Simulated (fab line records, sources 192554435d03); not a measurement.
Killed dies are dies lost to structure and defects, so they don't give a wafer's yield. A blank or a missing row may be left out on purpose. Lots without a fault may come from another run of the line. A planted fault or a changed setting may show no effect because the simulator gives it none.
Split-lot experiment | flow n5_finfet | 7 lots, 21 wafers read, on a route of 1938 steps

THE SPLIT
At N5_BEOL_M14_TRENCH_ETCH_34 (etches SiO2 in C4F8/O2/Ar, target depth 556.65 nm, time 126.9 s), the setting bias_w was moved away from the recipe's 2040 W on 4 of the 21 wafers read, by -11.0% to +15.3%. The other wafers ran this setting at the recipe's value.

The reading is taken at the split's own step.

THE READING
rf_vpp_V, in V, at N5_BEOL_M14_TRENCH_ETCH_34 (etches SiO2 in C4F8/O2/Ar, target depth 556.65 nm, time 126.9 s). Fault-free wafers of this fab line usually give 2218 V, standard deviation 31 V.

wafer  | tool, chamber at the split | bias_w as run, W | against the recipe | rf_vpp_V, V | against lot-mates on the recipe
L076.2 | rie_diel-04, 0             | 2040             | recipe             | 2179        | -
L076.3 | rie_diel-04, 3             | 2040             | recipe             | 2185        | -
L076.4 | rie_diel-04, 1             | 2040             | recipe             | 2194        | -
L074.3 | rie_diel-04, 0             | 2040             | recipe             | 2179        | -
L074.5 | rie_diel-04, 3             | 2040             | recipe             | 2186        | -
L074.6 | rie_diel-04, 0             | 1864             | -8.6%              | 2043        | -140
L079.1 | rie_diel-03, 2             | 1816             | -11.0%             | 2084        | -144
L079.4 | rie_diel-03, 1             | 2040             | recipe             | 2259        | -
L079.6 | rie_diel-03, 3             | 2040             | recipe             | 2197        | -
L083.1 | rie_diel-06, 0             | 2040             | recipe             | 2216        | -
L083.5 | rie_diel-06, 1             | 2040             | recipe             | 2249        | -
L083.6 | rie_diel-06, 0             | 2040             | recipe             | 2217        | -
L092.2 | rie_diel-03, 3             | 2353             | +15.3%             | 2425        | +182
L092.5 | rie_diel-03, 1             | 2040             | recipe             | 2258        | -
L092.6 | rie_diel-03, 0             | 2040             | recipe             | 2228        | -
L088.1 | rie_diel-06, 3             | 2040             | recipe             | 2257        | -
L088.3 | rie_diel-06, 1             | 2040             | recipe             | 2248        | -
L088.5 | rie_diel-06, 3             | 2040             | recipe             | 2258        | -
L095.1 | rie_diel-06, 1             | 2040             | recipe             | 2246        | -
L095.4 | rie_diel-06, 3             | 2289             | +12.2%             | 2444        | +207
L095.5 | rie_diel-06, 2             | 2040             | recipe             | 2228        | -

THE FIT
A straight line over all 21 wafers: rf_vpp_V changes by +15.3 V for each +1% of bias_w; r = +0.93; the points scatter about the line by 33 V.
The same after taking each lot's own level away (the mean of its wafers on the recipe; 21 wafers): +14 V for each +1%; r = +0.97; scatter 18 V.
On that fit, the largest move of bias_w shifts the reading by 2.1e+02 V.
The lots' own levels span 2182.5 to 2254.3 V, that is 2.3 times the standard deviation above.
So the lot-to-lot level changes the slope little: the two slopes agree.
Check: with one of the wafers moved furthest among these (+15.3%) left out of the fit, the line predicts +239 V for it against its lot-mates. It came out at +182 V against them.
Tool readings at the split's step, against how far the setting was moved: rf_vpp_V r = +0.93.

OTHER SPLITS ON THESE WAFERS
These wafers also went through other splits before the reading. Each is held against what the fit with the lots' levels taken away leaves over:
other split on the same wafers | wafers away from the commonest value | r with rf_vpp_V (lot level and that fit taken away)
N5_BEOL_M13_COAT_58 spin_rpm   | 6                                    | -0.08
N5_BEOL_M13_SPUTTER_43 time_s  | 5                                    | +0.16

THE FILE'S OWN FIT
rf_vpp_V changes by +14 V for each +1% of bias_w, r = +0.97.
